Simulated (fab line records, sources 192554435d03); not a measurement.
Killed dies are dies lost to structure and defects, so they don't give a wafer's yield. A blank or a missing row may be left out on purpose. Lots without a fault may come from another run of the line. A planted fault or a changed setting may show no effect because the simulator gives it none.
fab line records | flow n5_finfet
record lots=6 wafers=18 last_day=16
route steps=1938 shown BEOL_M3@986 BEOL_M4@1021 PASSIVATION@1936
lots that met no fault: from a run of the same line without faults
start_h: hours from the record's first day to the start of the lot's first wafer shown | wait_h: hours since the lot's step before | " the same as in the row above | L1.1+2: a row that stands for several wafers | - no value, or no start given | * or withheld: withheld | < > ~ a bound
route shown NAME@n: a module of which the file shows steps, and the number in the route of the first | usual: mean/standard deviation of fault-free wafers | same: alike in all rows | chamber/n: place in a boat | sites: the reading at each site | _std_site: their standard deviation | _edge_site: outer sites' mean less inner sites' | radius_mm: how far each site lies from the wafer's centre | mask NAME#n: copy n | behind: the tool/chamber that last shaped the wafer | hold: why the lot was held/for how many hours/how that ended | device: the transistor (n, p or np) that didn't switch | end of line: the same wafers' tests at the end of the route | a step without rows: its recipe alone | killed: dies lost to structure and defects at the first sort, not the wafer's yield | map: a wafer's dies, x killed, . not, _ none there
set.NAME: the setting as run; set.NAME@STEP: as run at that earlier step | model.NAME: the simulator's own value behind a step, which no gauge read
lots at some steps of the route; a table a step, a row a wafer
services: from which hour (start_h, from the record's first day; less than 0 if before it) a tool's chamber was out of use, for how many hours, and why
## steps
# step N5_BEOL_M3_PRECLEAN_42
# recipe chemistry=residue_remover time_s=60 temp_c=40
# step N5_BEOL_M3_SRD_43
# recipe time_s=30 temp_c=23 rinse_liquid=diw dry=ipa_marangoni
# step N5_BEOL_M3_CD_MEAS_35
# recipe target_cd_nm=18 target_cd_y_nm=21 polarity=opening
# usual cd_nm=18.0/0.37
# columns lot.wafer tool chamber start_h wait_h cd_nm
L370.2 cd_sem-01 - 148.36 0.0 17.5
L370.4 " - " " 17.9
L370.6 " - " " 17.9
L372.4 cd_sem-02 - 162.12 0.0 17.5
L372.5 " - " " 17.8
L372.6 " - " " 18.2
L381.2 cd_sem-01 - 222.24 0.0 17.8
L381.3 " - " " 18.2
L381.5 " - " " 18.8
L383.2 cd_sem-02 - 227.12 0.0 17.2
L383.4 " - " " 18.2
L383.6 " - " " 17.8
L382.2 cd_sem-01 - 227.23 0.0 18.2
L382.3 " - " " 17.9
L382.6 " - " " 18.1
L387.1 cd_sem-01 - 254.31 0.0 18.4
L387.2 " - " " 18.2
L387.3 " - " " 18.2
# step N5_BEOL_M3_DEGAS_44
# recipe ambient=vacuum temp_c=250 time_s=60
# step N5_BEOL_M3_PRE_CLEAN_45
# recipe gas=H2/He time_s=30 temp_c=250
# step N5_BEOL_M3_ALD_84
# recipe material=TaN target_thk_a=* temp_c=275 ald_precursor_family=PDMAT ald_co_reactant=NH3 pressure_torr=3 carrier_flow_sccm=1500 pulse_time_s=2 purge_time_s=3 co_reactant_purge_time_s=2 co_reactant_pulse_time_s=3 ald_cycles=30 precursor_vessel_temp_c=75 precursor_vessel_pressure_torr=26.25 precursor_vessel_carrier_sccm=1000
# usual heater_power_w=410/37 susceptor_temp_C=275.00/0.19
# columns lot.wafer tool chamber start_h wait_h heater_power_w susceptor_temp_C
L370.2 ald_metal-02 3 149.71 0.0 461 274.87
L370.4 " 0 " " 399 275.06
L370.6 " 1 " " 380 275.37
L372.4 ald_metal-03 3 163.02 0.0 353 274.85
L372.5 " 3 " " 348 274.75
L372.6 " 0 " " 440 275.21
L381.2 ald_metal-02 2 222.71 0.0 459 274.87
L381.3 " 3 " " 470 275.25
L381.5 " 2 " " 450 274.87
L383.2 ald_metal-02 0 227.58 0.2 405 275.41
L383.4 " 2 " " 446 275.22
L383.6 " 2 " " 461 274.92
L382.2 ald_metal-03 2 227.80 0.0 370 275.02
L382.3 " 0 " " 423 274.69
L382.6 " 2 " " 366 275.27
L387.1 ald_metal-02 0 254.87 0.1 390 275.07
L387.2 " 3 " " 461 274.95
L387.3 " 1 " " 379 274.62
# step N5_BEOL_M3_SURFACE_TREAT_85
# recipe gas=Ar time_s=* ion_energy_ev=* ion_current_ma_cm2=0.5 pressure_mtorr=* ar_flow_sccm=30
# step N5_BEOL_M3_CVD_47
# recipe material=Co target_thk_a=30 temp_c=withheld precursor=CCTBA/H2 pressure_torr=30 time_s=223.8
# step N5_BEOL_M3_SPUTTER_48
# recipe material=Cu target_thk_a=45 temp_c=-20 chamber_pressure_pa=0.07 power_w=withheld time_s=8.29
# step N5_BEOL_M3_ANNEAL_49
# recipe temp_c=400 time_s=240 ambient=vacuum
# step N5_BEOL_M3_SPUTTER_79
# recipe material=Cu target_thk_a=45 temp_c=-20 chamber_pressure_pa=0.07 power_w=withheld time_s=8.29
# step N5_BEOL_M3_ANNEAL_80
# recipe temp_c=400 time_s=240 ambient=vacuum
# step N5_BEOL_M3_SPUTTER_81
# recipe material=Cu target_thk_a=45 temp_c=-20 chamber_pressure_pa=0.07 power_w=withheld time_s=8.29
# usual susceptor_temp_C=-20.02/0.12 throttle_valve_pct=30.0/1.1
# columns lot.wafer tool chamber start_h wait_h susceptor_temp_C throttle_valve_pct
L370.2 pvd_sputter-03 - 150.79 0.1 -19.99 29.9
L370.4 " - " " -19.92 29.9
L370.6 " - " " -20.14 29.7
L372.4 pvd_sputter-01 - 164.28 0.0 -20.21 30.1
L372.5 " - " " -20.09 30.0
L372.6 " - " " -19.89 31.7
L381.2 pvd_sputter-01 - 225.72 0.1 -19.96 30.5
L381.3 " - " " -20.21 31.8
L381.5 " - " " -20.00 28.1
L383.2 pvd_sputter-02 - 228.64 0.1 -20.03 30.6
L383.4 " - " " -20.04 28.9
L383.6 " - " " -20.07 30.7
L382.2 pvd_sputter-01 - 229.06 0.1 -19.89 30.4
L382.3 " - " " -20.08 27.8
L382.6 " - " " -19.87 31.6
L387.1 pvd_sputter-02 - 256.01 0.1 -20.04 30.8
L387.2 " - " " -19.96 31.0
L387.3 " - " " -20.00 28.9
# step N5_BEOL_M3_ANNEAL_82
# recipe temp_c=400 time_s=240 ambient=vacuum
# step N5_BEOL_M3_SPUTTER_86
# recipe material=Cu target_thk_a=45 temp_c=-20 chamber_pressure_pa=0.07 power_w=withheld time_s=8.29
# step N5_BEOL_M3_ANNEAL_87
# recipe temp_c=400 time_s=240 ambient=vacuum
# step N5_BEOL_M3_SPUTTER_88
# recipe material=Cu target_thk_a=45 temp_c=-20 chamber_pressure_pa=0.07 power_w=withheld time_s=8.29
# step N5_BEOL_M3_ANNEAL_89
# recipe temp_c=400 time_s=240 ambient=vacuum
# step N5_BEOL_M3_SPUTTER_90
# recipe material=Cu target_thk_a=45 temp_c=-20 chamber_pressure_pa=0.07 power_w=withheld time_s=8.29
# step N5_BEOL_M3_ANNEAL_91
# recipe temp_c=400 time_s=240 ambient=vacuum
# step N5_BEOL_M3_SPUTTER_92
# recipe material=Cu target_thk_a=45 temp_c=-20 chamber_pressure_pa=0.07 power_w=withheld time_s=8.29
# usual susceptor_temp_C=-19.99/0.11 throttle_valve_pct=30.0/1.1
# columns lot.wafer tool chamber start_h wait_h susceptor_temp_C throttle_valve_pct
L370.2 pvd_sputter-03 - 151.67 0.1 -20.10 29.8
L370.4 " - " " -19.78 29.8
L370.6 " - " " -20.11 29.5
L372.4 pvd_sputter-01 - 165.16 0.0 -20.06 29.9
L372.5 " - " " -20.04 30.2
L372.6 " - " " -19.90 31.6
L381.2 pvd_sputter-01 - 226.60 0.1 -20.08 30.4
L381.3 " - " " -20.01 31.7
L381.5 " - " " -20.03 27.7
L383.2 pvd_sputter-02 - 229.52 0.1 -19.92 30.7
L383.4 " - " " -19.94 28.7
L383.6 " - " " -20.12 30.8
L382.2 pvd_sputter-01 - 229.94 0.1 -20.11 30.3
L382.3 " - " " -20.05 28.3
L382.6 " - " " -20.03 31.8
L387.1 pvd_sputter-02 - 256.89 0.1 -20.02 30.8
L387.2 " - " " -19.95 30.4
L387.3 " - " " -19.93 28.8
# step N5_BEOL_M3_ANNEAL_93
# recipe temp_c=400 time_s=240 ambient=vacuum
# usual heater_power_w=801/62 susceptor_temp_C=400.02/0.24
# columns lot.wafer tool chamber start_h wait_h heater_power_w susceptor_temp_C
L370.2 pvd_sputter-03 - 151.75 0.0 903 400.01
L370.4 " - " " 810 400.04
L370.6 " - " " 887 399.52
L372.4 pvd_sputter-01 - 165.27 0.1 883 399.98
L372.5 " - " " 740 399.72
L372.6 " - " " 801 400.16
L381.2 pvd_sputter-01 - 226.68 0.0 887 400.04
L381.3 " - " " 793 399.95
L381.5 " - " " 817 400.16
L383.2 pvd_sputter-02 - 229.60 0.0 761 400.21
L383.4 " - " " 736 400.00
L383.6 " - " " 841 400.12
L382.2 pvd_sputter-01 - 230.02 0.0 724 399.75
L382.3 " - " " 820 399.97
L382.6 " - " " 806 400.01
L387.1 pvd_sputter-02 - 256.97 0.0 835 400.13
L387.2 " - " " 761 399.89
L387.3 " - " " 735 400.00
# step N5_BEOL_M3_SPUTTER_94
# recipe material=Cu target_thk_a=45 temp_c=-20 chamber_pressure_pa=0.07 power_w=withheld time_s=8.29
# usual susceptor_temp_C=-20.00/0.1 throttle_valve_pct=30.0/1.1
# columns lot.wafer tool chamber start_h wait_h susceptor_temp_C throttle_valve_pct
L370.2 pvd_sputter-03 - 151.89 0.1 -20.05 29.4
L370.4 " - " " -19.98 29.9
L370.6 " - " " -20.15 29.9
L372.4 pvd_sputter-01 - 165.38 0.0 -19.93 30.2
L372.5 " - " " -19.95 30.0
L372.6 " - " " -20.00 31.7
L381.2 pvd_sputter-01 - 226.82 0.1 -19.93 30.2
L381.3 " - " " -20.16 31.8
L381.5 " - " " -19.91 28.2
L383.2 pvd_sputter-02 - 229.74 0.1 -19.90 30.6
L383.4 " - " " -19.79 28.6
L383.6 " - " " -20.15 31.0
L382.2 pvd_sputter-01 - 230.16 0.1 -20.09 30.2
L382.3 " - " " -19.89 27.9
L382.6 " - " " -19.99 32.0
L387.1 pvd_sputter-02 - 257.11 0.1 -19.91 30.6
L387.2 " - " " -20.15 30.8
L387.3 " - " " -19.97 28.6
# step N5_BEOL_M3_ANNEAL_95
# recipe temp_c=400 time_s=240 ambient=vacuum
# step N5_BEOL_M3_SPUTTER_96
# recipe material=Cu target_thk_a=45 temp_c=-20 chamber_pressure_pa=0.07 power_w=withheld time_s=8.29
# step N5_BEOL_M3_ECD_50
# recipe material=Cu target_thk_a=3000
# step N5_BEOL_M3_ANNEAL_51
# recipe temp_c=225 time_s=90 ambient=N2
# step N5_BEOL_M3_CMP_52
# recipe stop_on=SiOC t_overpolish_s=6.8 down_force_psi=1 platen_rpm=50 clearing_platen_down_force_psi=1.5 clearing_platen_rpm=50 post_cmp_clean=cu_alkaline target_thk_nm=40 clearing_platen_pad_velocity_m_s=0.99484 pad_velocity_m_s=0.99484
# step N5_BEOL_M3_PRE_CLEAN_60
# recipe gas=NH3/H2 time_s=15 temp_c=* rf_power_w=300
# step N5_BEOL_M3_CO_CAP_55
# recipe material=Co target_thk_a=20 temp_c=200 precursor=CCTBA/H2 pressure_torr=30 time_s=102.1
# step N5_BEOL_M3_PRE_CLEAN_56
# recipe gas=NH3 time_s=15 temp_c=withheld rf_power_w=300
# step N5_BEOL_M3_DEP_57
# recipe material=SiCN target_thk_a=80 temp_c=withheld precursor=3MS/NH3 pressure_torr=3 rf_w=202 time_s=14
# step N5_BEOL_M3_RS_MEAS_58
# recipe thk_meas_gauge=four-point-probe reads=Co_of_BEOL_M3_CO_CAP_55+Cu_of_BEOL_M3_ECD_50+Co_of_BEOL_M3_CVD_47+TaN_of_BEOL_M3_ALD_84
# usual M3_RS=0.67/0.03
# columns lot.wafer tool chamber start_h wait_h M3_RS[ohm/sq]
L370.2 film_metro-02 - 153.18 0.1 0.67
L370.4 " - " " 0.70
L370.6 " - " " 0.67
L372.4 film_metro-01 - 166.88 0.0 0.63
L372.5 " - " " 0.66
L372.6 " - " " 0.63
L381.2 film_metro-01 - 228.12 0.1 0.69
L381.3 " - " " 0.66
L381.5 " - " " 0.65
L383.2 film_metro-01 - 231.04 0.1 0.64
L383.4 " - " " 0.67
L383.6 " - " " 0.66
L382.2 film_metro-01 - 231.51 0.1 0.69
L382.3 " - " " 0.66
L382.6 " - " " 0.65
L387.1 film_metro-01 - 258.37 0.0 0.71
L387.2 " - " " 0.71
L387.3 " - " " 0.69
# step N5_BEOL_M4_ILD_DEP_00
# recipe material=SiOC target_thk_a=790 temp_c=350 precursor=DEMS/O2 pressure_torr=5 rf_w=500 time_s=15.3
# step N5_BEOL_M4_THK_MEAS_01
# recipe reads=SiOC_of_BEOL_M4_ILD_DEP_00
# usual M4_ILD_THK=79.1/0.94
# columns lot.wafer tool chamber start_h wait_h M4_ILD_THK[nm]
L370.2 film_metro-02 - 153.31 0.1 78.2
L370.4 " - " " 80.3
L370.6 " - " " 80.4
L372.4 film_metro-01 - 167.01 0.0 79.4
L372.5 " - " " 78.8
L372.6 " - " " 78.5
L381.2 film_metro-01 - 228.32 0.1 80.2
L381.3 " - " " 79.3
L381.5 " - " " 80.3
L383.2 film_metro-02 - 231.17 0.1 78.5
L383.4 " - " " 81.1
L383.6 " - " " 79.9
L382.2 film_metro-01 - 231.64 0.1 78.7
L382.3 " - " " 79.0
L382.6 " - " " 80.4
L387.1 film_metro-01 - 258.50 0.0 79.3
L387.2 " - " " 78.4
L387.3 " - " " 78.6
# step N5_BEOL_M4_PECVD_72
# recipe material=SiO2 target_thk_a=160 temp_c=400 precursor=TEOS/O2 pressure_torr=5.5 rf_w=450 teos_flow_sccm=53.8 gas=O2 flow_sccm=3000 time_s=18
# usual heater_power_w=686/86 showerhead_plenum_p_Torr=8.77/0.079 susceptor_temp_C=400.01/0.23 throttle_valve_pct=22.0/0.99
# columns lot.wafer tool chamber start_h wait_h heater_power_w showerhead_plenum_p_Torr susceptor_temp_C throttle_valve_pct
L370.2 pecvd-01 2 153.35 0.0 686 8.82 399.67 21.4
L370.4 " 0 " " 719 8.85 400.07 22.5
L370.6 " 1 " " 624 8.60 400.00 21.0
L372.4 pecvd-03 0 167.07 0.1 697 8.87 400.08 22.6
L372.5 " 1 " " 775 8.73 399.97 21.5
L372.6 " 2 " " 734 8.83 400.07 22.0
L381.2 pecvd-01 0 228.36 0.0 808 8.83 399.72 23.0
L381.3 " 0 " " 789 8.84 400.25 22.8
L381.5 " 0 " " 788 8.84 399.90 23.0
L383.2 pecvd-03 1 231.21 0.0 780 8.73 400.02 21.7
L383.4 " 0 " " 809 8.87 400.06 23.2
L383.6 " 0 " " 777 8.86 400.05 23.0
L382.2 pecvd-01 1 231.68 0.0 602 8.64 400.22 20.7
L382.3 " 0 " " 772 8.83 400.12 23.0
L382.6 " 2 " " 691 8.81 400.21 21.4
L387.1 pecvd-01 1 258.54 0.0 545 8.66 400.02 20.8
L387.2 " 2 " " 686 8.82 400.16 21.7
L387.3 " 1 " " 562 8.65 399.89 20.9
# step N5_BEOL_M4_HM_DEP_02
# recipe material=TiN target_thk_a=200 temp_c=25 chamber_pressure_pa=0.49996
# step N5_BEOL_M4_COAT_61
# recipe resist=SOC temp_c=250 time_s=60 spin_rpm=1500 resist_thk_nm=60
# step N5_BEOL_M4_COAT_62
# recipe resist=SiARC temp_c=220 time_s=60 spin_rpm=1500 resist_thk_nm=12
# step N5_BEOL_M4_COAT_73
# recipe resist=underlayer temp_c=205 time_s=60 spin_rpm=1500 resist_thk_nm=5
# step N5_PASSIVATION_PROBE_49
# usual defect_limited_yield=91.4/1.6 killed_at_M0_to_M3=34/10 killed_at_M4_up=12/4.8 killed_at_contacts=11/6.2 killed_at_front_end=39/13 killed_at_other=4/3.1 killed_dies=101/19 killed_open=67/14 killed_short=32/8.3 sort_bin_5_function=5.0/1 sort_bin_6_memory=3.2/0.76 sort_bin_8_speed=0.00/0.026 sort_n_pass=1079/19 sort_yield_pct=91.4/1.6
# same gross_dies=1180 killed_at_back_side=0 sort_bin_4_leakage[%]=0
# columns lot.wafer tool chamber start_h wait_h defect_limited_yield[%] killed_at_M0_to_M3 killed_at_M4_up killed_at_contacts killed_at_front_end killed_at_other killed_dies killed_open killed_short sort_bin_5_function[%] sort_bin_6_memory[%] sort_bin_8_speed[%] sort_n_pass sort_yield_pct[%]
L382.2 prober-02 - 344.47 0.1 93.1 21 8 9 40 3 81 59 19 3.5 3.0 0 1099 93.1
L382.3 prober-02 - 344.52 0.1 93.0 29 14 3 30 7 83 54 28 4.1 2.7 0 1097 93.0
L382.6 prober-02 - 344.67 0.3 85.7 108 19 5 31 6 169 47 23 9.5 3.2 0 1011 85.7
L381.2 prober-01 - 347.38 0.1 91.9 36 12 7 38 3 96 54 41 4.3 3.3 0 1084 91.9
L381.3 prober-01 - 347.43 0.1 83.1 138 20 10 30 2 200 60 36 11.5 3.4 0 980 83.1
L381.5 prober-01 - 347.53 0.2 91.4 39 2 13 43 5 102 56 42 5.4 2.8 0 1078 91.4
L387.1 prober-02 - 376.72 0.0 92.0 38 11 4 39 2 94 61 32 5.0 2.7 0 1086 92.0
L387.2 prober-02 - 376.77 0.1 89.4 46 9 13 55 2 125 89 32 6.0 4.2 0 1055 89.4
L387.3 prober-02 - 376.82 0.1 91.1 45 14 8 32 6 105 73 32 6.1 2.6 0 1075 91.1
# killed by level:class
L382.2 FIN_SAQP:geometric_particle:open=11 STI_FIN_REVEAL:geometric_particle:open=11 BEOL_M1:geometric_particle:open=8 MOL_CONTACT_COAG:geometric_particle:open=5 BEOL_M2:geometric_particle:open=5 FIN_SAQP:geometric_particle:short=4 MOL_CONTACT_COAG:geometric_particle:short=4 GATE_CUT:geometric_particle:short=3
L382.3 STI_FIN_REVEAL:geometric_particle:open=8 BEOL_M0_SAQP:geometric_particle:open=8 FIN_SAQP:geometric_particle:open=5 BEOL_M0_SAQP:geometric_particle:short=5 BEOL_M1:geometric_particle:open=5 BEOL_M3:geometric_particle:open=5 BEOL_M4:geometric_particle:open=5 BEOL_M2:geometric_particle:open=4
L382.6 BEOL_M3:unspecified=95 STI_FIN_REVEAL:geometric_particle:open=7 BEOL_M4:geometric_particle:open=7 GATE_CUT:geometric_particle:short=6 MOL_CONTACT_COAG:geometric_particle:open=4 BEOL_M1:geometric_particle:open=4 STARTING-WAFER:geometric_particle:open=4 FIN_SAQP:geometric_particle:short=3
L381.2 BEOL_M0_SAQP:geometric_particle:open=14 BEOL_M0_SAQP:geometric_particle:short=8 STARTING-WAFER:geometric_particle:short=6 BEOL_M4:geometric_particle:open=5 GATE_CUT:geometric_particle:short=5 BEOL_M1:geometric_particle:short=5 FIN_SAQP:geometric_particle:open=4 FIN_SAQP:geometric_particle:short=4
L381.3 BEOL_M3:unspecified=104 BEOL_M0_SAQP:geometric_particle:open=8 BEOL_M0_SAQP:geometric_particle:short=8 MOL_CONTACT_COAG:geometric_particle:open=7 FIN_SAQP:geometric_particle:open=6 STI_FIN_REVEAL:geometric_particle:open=6 BEOL_M1:geometric_particle:open=6 BEOL_M3:geometric_particle:open=6
L381.5 FIN_SAQP:geometric_particle:short=8 BEOL_M0_SAQP:geometric_particle:open=8 FIN_SAQP:geometric_particle:open=7 MOL_CONTACT_COAG:geometric_particle:open=7 BEOL_M0_SAQP:geometric_particle:short=7 BEOL_M2:geometric_particle:open=7 BEOL_M3:geometric_particle:open=6 STI_FIN_REVEAL:geometric_particle:open=6
L387.1 BEOL_M3:geometric_particle:open=9 BEOL_M0_SAQP:geometric_particle:open=8 BEOL_M0_SAQP:geometric_particle:short=8 FIN_SAQP:geometric_particle:open=6 STI_FIN_REVEAL:geometric_particle:open=6 DUMMY_GATE:geometric_particle:short=6 DUMMY_GATE:geometric_particle:open=5 BEOL_M4:geometric_particle:open=5
L387.2 STI_FIN_REVEAL:geometric_particle:open=15 MOL_CONTACT_COAG:geometric_particle:open=12 BEOL_M2:geometric_particle:open=10 FIN_SAQP:geometric_particle:open=8 BEOL_M3:geometric_particle:open=8 BEOL_M0_SAQP:geometric_particle:open=6 STARTING-WAFER:geometric_particle:open=6 STI_FIN_REVEAL:geometric_particle:short=5
L387.3 BEOL_M3:geometric_particle:open=11 FIN_SAQP:geometric_particle:open=10 BEOL_M0_SAQP:geometric_particle:short=9 BEOL_M0_SAQP:geometric_particle:open=9 MOL_CONTACT_COAG:geometric_particle:open=6 BEOL_M4:geometric_particle:open=6 BEOL_M2:geometric_particle:open=5 ILD0:geometric_particle:open=4
# map L381.3 (x killed, . not)
_________________............________________
______________........x........x_____________
___________...x...........x.x......__________
__________........................x._________
________.........x...................._______
_______...xx...........................______
______................................x._____
_____....x..........x....................____
____.......x..............................___
___.....x...x............x..x.......xx.....__
___.x....x............x........x...........__
__...x......x..x..........x.............x..._
__..x...xx..x.x....................x........_
_.....xxx.................x..x.....xx.x....x.
_..xxxxxx.x....x..........................xx.
_.xx.xxxxx.xx................................
_xxxxxxxxxxx.x..............x.........x......
_.xxxxxxxxxxxx...........x......x.x...x..x..x
_xxxxxxxxxxx..x.......xxx...x....x.x.......x.
_xxxxxxxxxxxx....x........x..................
_xxxxxxxxx.xx...............................x
__xxxxxxxxxx.x.x..................x.....x..x_
__xxxxxxxx.x.x...............x.............x_
___x.xxxxx....x...............x............__
___.x.xx....x..........x...................__
____...x...............x....x.............___
_____x...................................____
______................x................._____
_______..................x............x______
________...............x............x._______
__________.x....x...x..............._________
___________.x.x.................x..__________
______________..........x......x_____________
_________________x......x.x.x________________
# map L382.6 (x killed, . not)
_________________............________________
______________.................._____________
___________.x..........x.x.........__________
__________.........................._________
________.........x............x......._______
_______x...............................______
______x...x............................._____
_____....................x.x..........x..____
____....................................x.___
___..x.....x...............................__
___..x.x.x......x...........x.xx.......x...__
__.............................x...x........_
__...x.....xx..............................._
_...x.x.....x.xx.....x..x....x...x...........
_..x..x..x.x....x........x...........x.......
_x.xx.xxxxx..........x....x..x....x..x.......
_.x.xxxxxx.x..............xx.................
_.xxxxxxxxxxx.........x....x.....x...........
_xxxxxxxxxx..x...............................
_xxxxxxxxxxxx..x.........x........x..........
_xxxxxxxxxxx.x..x......x...x.................
__xxxxxxxxxxx.......x......................._
__xxxxxxxx.x.................x.............._
___.xxxx...xx..x.x...............x.........__
___...........x............................__
____..x...................................___
_____x..............................x....____
______........xx....x..................._____
_______................................______
________.........x..............x....._______
__________.............x........xx.._________
___________............x....x......__________
______________....x..........x.._____________
_________________....x.......________________
## services
# columns tool chamber start_h hours kind
ald_metal-03 1 126.28 2.3 repair
pecvd-03 - 134.59 1.1 repair
pvd_sputter-03 - 143.41 1.6 repair
pecvd-03 1 147.00 5.5 scheduled_down
pecvd-03 2 178.61 11.9 repair
pecvd-03 2 202.38 - clean
pecvd-03 2 202.38 - consumable_replace:showerhead
pecvd-03 2 202.38 29.0 scheduled_down
pecvd-03 2 202.38 29.0 vent_cycle
ald_metal-02 3 208.66 8.2 repair
pecvd-01 2 227.31 2.1 scheduled_down
pecvd-03 0 237.48 20.3 repair
ald_metal-02 - 244.61 1.4 repair
pecvd-01 0 254.55 5.5 scheduled_down
## key
first_sign step=N5_PASSIVATION_PROBE_49 reading=killed_at_M0_to_M3 direction=up sigmas=8.8 usual=34 struck=123
effect step=N5_PASSIVATION_PROBE_49 reading=defect_limited_yield direction=down sigmas=4.5 usual=91.4 struck=84.4
more_kills_born_at N5_BEOL_M3_SPUTTER_81@pvd_sputter-01=199
met_at N5_BEOL_M3_SPUTTER_81
struck_wafers L381.3,L382.6
onset_between 164.28 225.72
fault kind=chamber_particle_source tool=pvd_sputter-01 chamber=- onset_h=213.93 steps=N5_BEOL_M3_SPUTTER_81 rate_per_visit_cm2=0.60897 end_h=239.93 scope=struck_wafers_only
